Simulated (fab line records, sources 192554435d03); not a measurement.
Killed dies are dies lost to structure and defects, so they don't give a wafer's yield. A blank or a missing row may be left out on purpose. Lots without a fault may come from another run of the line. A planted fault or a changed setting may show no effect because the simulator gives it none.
Chamber matching | flow n5_finfet | N5_FIN_SAQP_SPACER2_ALD_28 on ald_sin-03: 4 sister chambers
The step deposits SiO2, target thk 8.1 nm, pulse time 1 s, purge time 2 s. 16 wafers are shown with their chamber, then 8 later ones without.

WAFERS WITH THEIR CHAMBER
wafer  | chamber | heater_power_w (W) | precursor_pulse_height_rel
L076.1 | 1       | 407                | 0.967
L076.2 | 3       | 463                | 1.022
L076.3 | 0       | 508                | 0.981
L076.4 | 2       | 499                | 0.994
L076.5 | 1       | 428                | 1.002
L076.6 | 0       | 499                | 1.028
L077.1 | 1       | 435                | 0.988
L077.5 | 1       | 419                | 0.984
L077.6 | 0       | 501                | 1.032
L084.1 | 3       | 473                | 0.989
L084.4 | 2       | 495                | 0.962
L084.5 | 3       | 458                | 1.003
L086.1 | 0       | 513                | 0.982
L086.4 | 3       | 469                | 0.981
L086.5 | 1       | 425                | 0.996
L087.3 | 2       | 505                | 0.987

SIGNATURES (means of the wafers above)
reading                    | chamber 0 | chamber 1 | chamber 2 | chamber 3 | scatter within a chamber
heater_power_w             | 505.25    | 422.80    | 499.67    | 465.75    | 7.91
precursor_pulse_height_rel | 1.00575   | 0.98740   | 0.98100   | 0.99875   | 0.0196
Rule: a wafer's distance from a chamber is the root of the sum, over the readings, of the square of ((its reading less the chamber's mean) divided by the reading's scatter). The wafer belongs to the nearest chamber; if the next one is less than 2 further off, it can't be placed. The scatter: the root of (the sum of the squares of (reading less its chamber's mean) over the shown wafers, divided by (wafers less chambers)).

WAFERS WITHOUT THEIR CHAMBER
wafer  | heater_power_w (W) | precursor_pulse_height_rel
L087.4 | 469                | 1.022
L087.6 | 515                | 1.065
L089.1 | 474                | 0.981
L089.2 | 429                | 1.014
L089.4 | 498                | 1.012
L096.1 | 434                | 1.025
L096.2 | 474                | 1.001
L096.5 | 475                | 0.973

WHICH CHAMBER EACH WENT THROUGH
wafer  | from the rows above     | in truth
L087.4 | 3                       | 3
L087.6 | can't be placed: 0 or 2 | 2
L089.1 | can't be placed: 3 or 2 | 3
L089.2 | 1                       | 1
L089.4 | can't be placed: 0 or 2 | 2
L096.1 | can't be placed: 1 or 3 | 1
L096.2 | 3                       | 3
L096.5 | can't be placed: 3 or 2 | 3
Placed correctly: 3 of 8. Can't be placed from these rows: 5 (the true chamber is among the candidates in 5). Placed wrongly: 0.
